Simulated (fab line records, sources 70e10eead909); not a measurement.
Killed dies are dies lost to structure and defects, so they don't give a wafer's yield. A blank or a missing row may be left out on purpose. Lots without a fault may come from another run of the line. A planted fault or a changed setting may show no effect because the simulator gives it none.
fab line records | flow nand_harc
record lots=6 wafers=18 last_day=24
route steps=1159 shown A_STAIRCASE@694 END@1159
lots that met no fault: from a run of the same line without faults
start_h: hours from the record's first day to the start of the lot's first wafer shown | wait_h: hours since the lot's step before | " the same as in the row above | L1.1+2: a row that stands for several wafers | - no value, or no start given | * or withheld: withheld | < > ~ a bound
route shown NAME@n: a module of which the file shows steps, and the number in the route of the first | usual: mean/standard deviation of fault-free wafers | same: alike in all rows | chamber/n: place in a boat | sites: the reading at each site | _std_site: their standard deviation | _edge_site: outer sites' mean less inner sites' | radius_mm: how far each site lies from the wafer's centre | mask NAME#n: copy n | behind: the tool/chamber that last shaped the wafer | hold: why the lot was held/for how many hours/how that ended | device: the transistor (n, p or np) that didn't switch | end of line: the same wafers' tests at the end of the route | a step without rows: its recipe alone | killed: dies lost to structure and defects at the first sort, not the wafer's yield | map: a wafer's dies, x killed, . not, _ none there
set.NAME: the setting as run; set.NAME@STEP: as run at that earlier step | model.NAME: the simulator's own value behind a step, which no gauge read
lots at some steps of the route; a table a step, a row a wafer
services: from which hour (start_h, from the record's first day; less than 0 if before it) a tool's chamber was out of use, for how many hours, and why
## steps
# step NHARC_A_STAIRCASE_STRIP_317
# recipe time_s=900 temp_c=130 chemistry=SPM
# step NHARC_A_STAIRCASE_PRECLEAN_318
# recipe time_s=* temp_c=50 bath_age_min=0 chemistry=SC1
# step NHARC_A_STAIRCASE_SRD_329
# step NHARC_A_STAIRCASE_ALD_415
# recipe target_thk_a=300 pulse_time_s=6 ald_cycles=300 temp_c=300 material=SiO2
# usual heater_power_w=465/48 precursor_pulse_height_rel=1.002/0.021
# columns lot.wafer tool chamber start_h wait_h heater_power_w precursor_pulse_height_rel
L753.2 ald_hk-03 2 274.34 0.1 487 0.999
L753.4 " 0 " " 462 0.981
L753.5 " 3 " " 363 1.003
L754.2 ald_hk-03 3 289.84 3.3 368 1.011
L754.4 " 1 " " 513 0.984
L754.6 " 2 " " 478 1.003
L755.2 ald_hk-01 0 294.17 0.1 542 0.985
L755.3 " 2 " " 412 1.021
L755.6 " 0 " " 549 1.022
L765.3 ald_hk-01 3 364.01 1.0 405 1.023
L765.1 " 0 " " 543 0.993
L765.5 " 2 " " 410 1.025
L767.1 ald_hk-02 0 368.59 0.3 493 1.007
L767.4 " 1 " " 472 0.994
L767.5 " 3 " " 477 1.004
L770.2 ald_hk-02 0 399.33 0.1 491 0.997
L770.3 " 1 " " 486 0.975
L770.5 " 1 " " 478 0.999
# step NHARC_A_STAIRCASE_ETCHBACK_416
# recipe target_depth_a=360 time_s=7.2 c4f8_flow_sccm=withheld o2_flow_sccm=8 ar_flow_sccm=withheld rf_w=600 bias_w=800 chemistry=C4F8/O2/Ar
# usual oes_product_au=0.94/0.035 rf_vpp_V=722/4.2
# columns lot.wafer tool chamber start_h wait_h oes_product_au rf_hours_counter_h rf_vpp_V
L753.2 rie_diel-02 1 - - 1.01 47 722
L753.4 " 3 " " 1.01 45 726
L753.5 " 1 " " 1.01 - 724
L754.4 rie_diel-06 3 - - 0.92 14 716
L754.2 " 0 " " 0.92 15 720
L754.6 " 3 " " 0.91 - 717
L755.3 rie_diel-13 0 - - 0.92 4 720
L755.2 " 1 " " 0.93 5 723
L755.6 " 2 " " 0.92 - 719
L765.3 rie_diel-13 3 366.59 2.1 0.94 29 726
L765.1 " 1 " " 0.94 32 724
L765.5 " 2 " " 0.93 - 720
L767.1 rie_diel-06 0 - - 0.91 44 720
L767.5 " 0 " " 0.91 - 721
L767.4 " 1 " " 0.93 - 725
L770.3 rie_diel-06 2 - - 0.92 49 730
L770.2 " 0 " " 0.90 55 718
L770.5 " 0 " " 0.90 - 720
# step NHARC_A_STAIRCASE_STRIP_476
# recipe time_s=20 o2_flow_sccm=500 ar_flow_sccm=0 bias_w=0 chemistry=O2
# usual drypump_motor_current_A=5.7/0.39 mfc_ar_sccm=0.006/0.0095 oes_product_au=1.002/0.01 rf_vpp_V=57.7/0.83 showerhead_plenum_p_Torr=3.50/0.14 throttle_valve_pct=17.037/0.0085
# columns lot.wafer tool chamber start_h wait_h drypump_motor_current_A mfc_ar_sccm oes_product_au rf_hours_counter_h rf_vpp_V showerhead_plenum_p_Torr throttle_valve_pct
L753.4 rie_diel-02 2 276.68 0.1 5.4 0 1.016 36 58.9 3.69 17.036
L753.2 " 0 " " 6.4 0.009 1.008 43 56.9 3.32 17.039
L753.5 " 1 " " 6.0 0 0.998 - 57.4 3.53 17.042
L754.4 rie_diel-06 2 291.78 0.1 5.5 0.018 0.996 14 58.8 3.80 17.029
L754.2 " 1 " " 6.0 0 1.010 15 57.9 3.56 17.021
L754.6 " 2 " " 5.5 0.018 1.002 - 57.8 3.80 17.040
L755.2 rie_diel-13 0 296.35 0.1 5.1 0 0.983 4 57.9 3.37 17.040
L755.3 " 1 " " 5.6 0.030 1.001 5 57.2 3.54 17.038
L755.6 " 2 " " 5.7 0.002 0.993 - 58.5 3.40 17.029
L765.1 rie_diel-13 1 366.72 0.1 5.6 0.030 1.016 32 57.5 3.53 17.032
L765.3 " 3 " " 5.7 0.000 1.000 29 57.1 3.56 17.055
L765.5 " 0 " " 5.1 0 0.987 - 58.3 3.36 17.047
L767.1 rie_diel-06 3 370.63 0.1 6.0 0.020 0.988 41 57.8 3.28 17.034
L767.5 " 3 " " 6.0 0.020 0.983 - 56.2 3.28 17.039
L767.4 " 0 " " 5.1 0 0.989 - 57.2 3.40 17.037
L770.2 rie_diel-06 1 401.53 0.1 6.0 0 1.008 53 59.2 3.53 17.030
L770.3 " 0 " " 5.1 0 0.990 55 57.4 3.39 17.028
L770.5 " 2 " " 5.5 0.018 1.002 - 57.7 3.78 17.037
# step NHARC_A_STAIRCASE_DEP_417
# recipe target_thk_a=600 step_coverage_pct=20 temp_c=400 target_thk_nm=60 flow_sccm=200 rf_w=450 material=Si3N4
# step NHARC_A_STAIRCASE_WET_418
# recipe temp_c=160 target_depth_a=200 chemistry=H3PO4
# step NHARC_A_STAIRCASE_PRECLEAN_419
# recipe time_s=* temp_c=50 bath_age_min=0 chemistry=SC1
# step NHARC_A_STAIRCASE_SRD_421
# step NHARC_A_STAIRCASE_ALD_420
# recipe target_thk_a=200 pulse_time_s=6 ald_cycles=200 temp_c=300 material=SiO2
# usual heater_power_w=460/52 precursor_pulse_height_rel=1.000/0.018
# columns lot.wafer tool chamber start_h wait_h heater_power_w precursor_pulse_height_rel
L753.4 ald_hk-01 3 280.72 - 398 1.015
L753.2 " 0 " " 527 0.972
L753.5 " 2 " " 408 0.967
L754.2 ald_hk-01 0 295.65 - 530 1.019
L754.4 " 3 " " 399 0.983
L754.6 " 1 " " 432 0.981
L755.3 ald_hk-01 0 300.46 - 531 0.985
L755.2 " 1 " " 440 1.023
L755.6 " 0 " " 547 1.017
L765.1 ald_hk-01 2 372.49 - 426 0.958
L765.3 " 0 " " 536 1.009
L765.5 " 2 " " 410 0.990
L767.1 ald_hk-02 3 374.89 0.5 482 1.003
L767.4 " 2 " " 498 0.993
L767.5 " 3 " " 482 1.004
L770.2 ald_hk-01 0 405.40 - 554 0.992
L770.3 " 1 " " 453 1.053
L770.5 " 0 " " 546 0.978
# step NHARC_A_STAIRCASE_CVD_552
# recipe target_thk_a=400 temp_c=700 pressure_mtorr=300 material=SiNx
# usual zone_power_centre_pct=11.4/0.7
# columns lot.wafer tool chamber start_h wait_h zone_power_centre_pct
L753.2 lpcvd-02 1 285.23 - 12.0
L753.4 " 1 " " 11.8
L753.5 " 1 " " 11.7
L753.2 lpcvd-02 1 289.08 0.7 12.3
L753.4 " 1 " " 11.9
L753.5 " 1 " " 11.8
L754.2 lpcvd-01 1 300.34 - 12.3
L754.4 " 1 " " 12.5
L754.6 " 1 " " 12.5
L754.2 lpcvd-01 1 308.20 4.7 12.4
L754.4 " 1 " " 12.4
L754.6 " 1 " " 12.3
L755.2 lpcvd-01 1 304.97 - 12.2
L755.3 " 1 " " 12.3
L755.6 " 1 " " 12.1
L765.1 lpcvd-02 0 376.22 3.4 11.1
L765.3 " 0 " " 11.1
L765.5 " 0 " " 11.0
L767.1 lpcvd-02 1 379.56 - 11.9
L767.4 " 1 " " 11.9
L767.5 " 1 " " 12.1
L770.2 lpcvd-02 1 410.09 - 11.7
L770.3 " 1 " " 11.9
L770.5 " 1 " " 12.0
# step NHARC_A_STAIRCASE_DEP_151
# recipe target_thk_a=38000 temp_c=400 target_thk_nm=3800 teos_flow_sccm=200 rf_w=500 material=SiO2
# usual heater_power_w=659/71 mfc_precursor_sccm=200.1/0.6
# columns lot.wafer tool chamber start_h wait_h heater_power_w mfc_precursor_sccm
L753.2 pecvd-03 1 305.13 12.9 780 199.6
L753.5 " 0 " " 650 199.6
L753.4 " 2 " " 535 200.3
L755.3 pecvd-04 2 308.68 0.5 698 201.2
L755.2 " 0 " " 809 200.7
L755.6 " 1 " " 684 199.5
L754.2 pecvd-04 1 312.05 0.7 766 199.9
L754.6 " 2 " " 561 200.3
L754.4 " 0 " " 712 200.1
L765.3 pecvd-03 0 379.98 0.6 668 201.3
L765.1 " 2 " " 660 201.0
L765.5 " 0 " " 643 199.9
L767.1 pecvd-01 0 383.15 0.4 685 201.0
L767.4 " 0 " " 662 200.9
L767.5 " 2 " " 576 200.8
L770.2 pecvd-04 1 413.62 0.4 695 199.8
L770.3 " 0 " " 783 200.4
L770.5 " 1 " " 625 199.4
# step NHARC_END_SORT_01
# recipe temp_c=25
# usual killed_at_array=27/11 killed_at_other=0.6/0.89 killed_at_periphery=3.0/2.4 killed_dies=31/12 killed_open=3.2/1.6 killed_short=2.0/1.5
# same gross_dies=677
# columns lot.wafer tool chamber start_h wait_h killed_at_array killed_at_other killed_at_periphery killed_dies killed_open killed_short
L755.2 prober-02 0 473.38 2.8 14 0 6 20 2 2
L755.3 prober-02 0 474.18 3.1 16 0 2 18 7 3
L755.6 prober-02 0 476.59 4.0 17 0 4 21 6 3
L754.2 prober-01 0 480.82 2.8 675 0 2 677 5 1
L754.4 prober-01 0 482.42 3.4 674 0 3 677 3 4
L754.6 prober-01 0 484.03 4.0 675 0 2 677 4 1
L753.2 prober-01 0 514.78 2.8 665 0 12 677 5 1
L753.4 prober-01 0 516.38 3.4 671 0 6 677 4 0
L753.5 prober-01 0 517.18 3.7 674 0 3 677 3 0
L767.1 prober-01 0 534.47 2.5 30 4 9 43 2 0
L767.4 prober-01 0 536.89 3.4 28 4 7 39 6 0
L767.5 prober-01 0 537.70 3.7 34 1 9 44 3 5
L765.1 prober-01 0 547.66 2.5 51 0 0 51 4 2
L765.3 prober-01 0 549.27 3.1 48 0 2 50 2 2
L765.5 prober-01 0 550.87 3.7 56 0 3 59 1 1
# killed by level:class
L755.2 A_CHANNEL_HOLE_D1:chamber_film_flake=7 A_CONTACT:chamber_film_flake=4 P_GATE:chamber_film_flake=2 P_GATE:geometric_particle:open=1 P_M0:geometric_particle:open=1 A_CHANNEL_FILL_D1:geometric_particle:short=1 A_M0:geometric_particle:short=1 P_ZERO_WELL:chamber_film_flake=1
L755.3 A_CHANNEL_HOLE_D1:chamber_film_flake=4 A_CONTACT:chamber_film_flake=3 A_CONTACT:geometric_particle:open=2 P_CONTACT:geometric_particle:open=1 P_M2:geometric_particle:short=1 A_ONON_D1:geometric_particle:open=1 A_CHANNEL_HOLE_D1:geometric_particle:short=1 A_CHANNEL_HOLE_D1:geometric_particle:open=1
L755.6 A_CHANNEL_HOLE_D1:chamber_film_flake=6 A_CONTACT:chamber_film_flake=3 A_M1:geometric_particle:open=2 P_ZERO_WELL:chamber_film_flake=2 P_GATE:geometric_particle:open=1 P_CONTACT:geometric_particle:open=1 A_ONON_D1:geometric_particle:short=1 A_CHANNEL_FILL_D1:geometric_particle:short=1
L754.2 A_STAIRCASE:area_cvd=661 A_CONTACT:chamber_film_flake=3 A_CONTACT:geometric_particle:open=2 A_CHANNEL_HOLE_D1:chamber_film_flake=2 A_STAIRCASE:chamber_film_flake=2 P_M1:geometric_particle:open=1 A_SGD_CUT:geometric_particle:open=1 A_SGD_CUT:geometric_particle:short=1
L754.4 A_STAIRCASE:area_cvd=653 A_STAIRCASE:chamber_film_flake=7 A_CHANNEL_HOLE_D1:chamber_film_flake=5 A_CONTACT:geometric_particle:open=3 A_CONTACT:chamber_film_flake=2 P_M0:geometric_particle:short=1 A_CHANNEL_HOLE_D1:geometric_particle:short=1 A_WL_FILL:geometric_particle:short=1
L754.6 A_STAIRCASE:area_cvd=659 A_CONTACT:chamber_film_flake=5 A_CHANNEL_HOLE_D1:chamber_film_flake=3 A_STAIRCASE:chamber_film_flake=3 A_CONTACT:geometric_particle:open=2 A_WL_FILL:chamber_film_flake=2 P_CONTACT:geometric_particle:open=1 P_M0:geometric_particle:open=1
L753.2 A_STAIRCASE:area_cvd=630 A_CHANNEL_HOLE_D1:chamber_film_flake=16 A_STAIRCASE:chamber_film_flake=7 A_SLIT:chamber_film_flake=6 P_M1:chamber_film_flake=3 A_WL_FILL:chamber_film_flake=3 P_CONTACT:geometric_particle:open=2 P_STI:chamber_film_flake=2
L753.4 A_STAIRCASE:area_cvd=638 A_CHANNEL_HOLE_D1:chamber_film_flake=15 A_STAIRCASE:chamber_film_flake=9 A_SLIT:chamber_film_flake=7 P_M0:geometric_particle:open=3 P_M1:chamber_film_flake=2 P_CONTACT:geometric_particle:open=1 A_ZERO_WELL:chamber_film_flake=1
L753.5 A_STAIRCASE:area_cvd=643 A_CHANNEL_HOLE_D1:chamber_film_flake=12 A_STAIRCASE:chamber_film_flake=11 A_SLIT:chamber_film_flake=6 P_ZERO_WELL:geometric_particle:open=1 A_ONON_D1:geometric_particle:open=1 A_CONTACT:geometric_particle:open=1 P_M1:chamber_film_flake=1
L767.1 A_CHANNEL_HOLE_D1:chamber_film_flake=10 A_SLIT:chamber_film_flake=9 P_M2:chamber_film_flake=5 A_STAIRCASE:chamber_film_flake=5 A_CONTACT:chamber_film_flake=4 THIN_TSV:chamber_film_flake=4 A_CONTACT:geometric_particle:open=2 P_GATE:chamber_film_flake=2
L767.4 A_SLIT:chamber_film_flake=11 P_M2:chamber_film_flake=5 A_CHANNEL_HOLE_D1:chamber_film_flake=4 A_STAIRCASE:chamber_film_flake=4 THIN_TSV:chamber_film_flake=4 A_CHANNEL_FILL_D1:chamber_film_flake=3 A_WL_FILL:geometric_particle:open=2 P_CONTACT:geometric_particle:open=1
L767.5 A_SLIT:chamber_film_flake=16 A_CHANNEL_HOLE_D1:chamber_film_flake=7 A_CONTACT:chamber_film_flake=4 P_M0:geometric_particle:short=2 P_ZERO_WELL:chamber_film_flake=2 P_M2:chamber_film_flake=2 A_STAIRCASE:chamber_film_flake=2 P_GATE:geometric_particle:short=1
L765.1 A_SLIT:chamber_film_flake=19 A_CHANNEL_HOLE_D1:chamber_film_flake=18 A_CONTACT:chamber_film_flake=4 A_CONTACT:geometric_particle:open=2 A_ZERO_WELL:chamber_film_flake=2 A_STAIRCASE:chamber_film_flake=2 A_SOURCE_PLATE:geometric_particle:short=1 A_SOURCE_PLATE:geometric_particle:open=1
L765.3 A_CHANNEL_HOLE_D1:chamber_film_flake=18 A_SLIT:chamber_film_flake=15 A_STAIRCASE:chamber_film_flake=5 A_CONTACT:chamber_film_flake=5 A_ONON_D1:geometric_particle:open=1 A_ONON_D1:geometric_particle:short=1 A_CONTACT:geometric_particle:open=1 A_CONTACT:geometric_particle:short=1
L765.5 A_CHANNEL_HOLE_D1:chamber_film_flake=21 A_SLIT:chamber_film_flake=13 A_CHANNEL_FILL_D1:chamber_film_flake=6 A_CONTACT:chamber_film_flake=6 A_STAIRCASE:chamber_film_flake=5 A_WL_FILL:chamber_film_flake=2 A_CONTACT:geometric_particle:short=1 A_M0:geometric_particle:open=1
# map L753.2 (x killed, . not)
____________x____________
_________xxxxxxx_________
_______xxxxxxxxxxx_______
______xxxxxxxxxxxxx______
_____xxxxxxxxxxxxxxx_____
____xxxxxxxxxxxxxxxxx____
____xxxxxxxxxxxxxxxxx____
___xxxxxxxxxxxxxxxxxxx___
___xxxxxxxxxxxxxxxxxxx___
__xxxxxxxxxxxxxxxxxxxxx__
__xxxxxxxxxxxxxxxxxxxxx__
_xxxxxxxxxxxxxxxxxxxxxxx_
_xxxxxxxxxxxxxxxxxxxxxxx_
_xxxxxxxxxxxxxxxxxxxxxxx_
_xxxxxxxxxxxxxxxxxxxxxxx_
_xxxxxxxxxxxxxxxxxxxxxxx_
xxxxxxxxxxxxxxxxxxxxxxxxx
xxxxxxxxxxxxxxxxxxxxxxxxx
xxxxxxxxxxxxxxxxxxxxxxxxx
xxxxxxxxxxxxxxxxxxxxxxxxx
xxxxxxxxxxxxxxxxxxxxxxxxx
_xxxxxxxxxxxxxxxxxxxxxxx_
_xxxxxxxxxxxxxxxxxxxxxxx_
_xxxxxxxxxxxxxxxxxxxxxxx_
_xxxxxxxxxxxxxxxxxxxxxxx_
_xxxxxxxxxxxxxxxxxxxxxxx_
__xxxxxxxxxxxxxxxxxxxxx__
__xxxxxxxxxxxxxxxxxxxxx__
___xxxxxxxxxxxxxxxxxxx___
___xxxxxxxxxxxxxxxxxxx___
____xxxxxxxxxxxxxxxxx____
____xxxxxxxxxxxxxxxxx____
_____xxxxxxxxxxxxxxx_____
______xxxxxxxxxxxxx______
_______xxxxxxxxxxx_______
_________xxxxxxx_________
____________x____________
# map L754.2 (x killed, . not)
____________x____________
_________xxxxxxx_________
_______xxxxxxxxxxx_______
______xxxxxxxxxxxxx______
_____xxxxxxxxxxxxxxx_____
____xxxxxxxxxxxxxxxxx____
____xxxxxxxxxxxxxxxxx____
___xxxxxxxxxxxxxxxxxxx___
___xxxxxxxxxxxxxxxxxxx___
__xxxxxxxxxxxxxxxxxxxxx__
__xxxxxxxxxxxxxxxxxxxxx__
_xxxxxxxxxxxxxxxxxxxxxxx_
_xxxxxxxxxxxxxxxxxxxxxxx_
_xxxxxxxxxxxxxxxxxxxxxxx_
_xxxxxxxxxxxxxxxxxxxxxxx_
_xxxxxxxxxxxxxxxxxxxxxxx_
xxxxxxxxxxxxxxxxxxxxxxxxx
xxxxxxxxxxxxxxxxxxxxxxxxx
xxxxxxxxxxxxxxxxxxxxxxxxx
xxxxxxxxxxxxxxxxxxxxxxxxx
xxxxxxxxxxxxxxxxxxxxxxxxx
_xxxxxxxxxxxxxxxxxxxxxxx_
_xxxxxxxxxxxxxxxxxxxxxxx_
_xxxxxxxxxxxxxxxxxxxxxxx_
_xxxxxxxxxxxxxxxxxxxxxxx_
_xxxxxxxxxxxxxxxxxxxxxxx_
__xxxxxxxxxxxxxxxxxxxxx__
__xxxxxxxxxxxxxxxxxxxxx__
___xxxxxxxxxxxxxxxxxxx___
___xxxxxxxxxxxxxxxxxxx___
____xxxxxxxxxxxxxxxxx____
____xxxxxxxxxxxxxxxxx____
_____xxxxxxxxxxxxxxx_____
______xxxxxxxxxxxxx______
_______xxxxxxxxxxx_______
_________xxxxxxx_________
____________x____________
## services
# columns tool chamber start_h hours kind
rie_diel-06 0 250.55 - clean
rie_diel-06 1 250.55 - clean
rie_diel-06 2 250.55 - clean
rie_diel-06 2 250.55 - consumable_replace:showerhead
rie_diel-06 3 250.55 - clean
ald_hk-01 - 257.74 0.3 repair
rie_diel-06 0 275.05 - clean
rie_diel-13 - 276.02 9.0 pm
pecvd-03 - 292.03 13.0 pm
pecvd-01 2 307.23 4.8 repair
ald_hk-01 - 310.80 1.5 repair
lpcvd-01 - 314.00 26.0 pm
pecvd-03 1 317.13 7.1 repair
rie_diel-02 - 327.89 9.0 pm
pecvd-03 - 350.68 0.5 repair
rie_diel-06 2 362.27 12.3 repair
pecvd-03 0 363.69 11.1 repair
pecvd-04 - 376.00 13.0 pm
rie_diel-06 3 388.05 109.3 repair
rie_diel-02 - 392.47 0.8 repair
rie_diel-13 1 404.80 1.4 repair
pecvd-01 - 405.17 9.2 repair
ald_hk-01 0 411.40 10.0 vent_cycle
ald_hk-01 3 411.40 10.0 vent_cycle
## key
first_sign step=NHARC_A_STAIRCASE_CVD_552 reading=visit direction=added
effect step=NHARC_END_SORT_01 reading=killed_at_array direction=up sigmas=59 usual=27 struck=672
more_kills_born_at NHARC_A_STAIRCASE_CVD_552@lpcvd-01=1973 NHARC_A_STAIRCASE_CVD_552@lpcvd-02=1911
met_at NHARC_A_STAIRCASE_CVD_552
struck_wafers L753.2,L753.4,L753.5,L754.2,L754.4,L754.6
later_rows_left_out L753.2,L753.4,L753.5,L754.2,L754.4,L754.6
tester_left_out L753,L754
fault kind=repeated_step_whole tool=lpcvd-01,lpcvd-02 chamber=- onset_h=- steps=NHARC_A_STAIRCASE_CVD_552 times=1 scope=struck_lots_only
# tester_left_out: of these lots the tester's yield and bins aren't shown, on N5 and GAA mostly nor the transistor test; their killed dies are dies lost to structure and defects alone, not to doping, threshold or leakage, so they don't give the yield
# later_rows_left_out: the simulator's readings of these wafers behind a module that went badly wrong aren't trusted and aren't shown, but for the sort
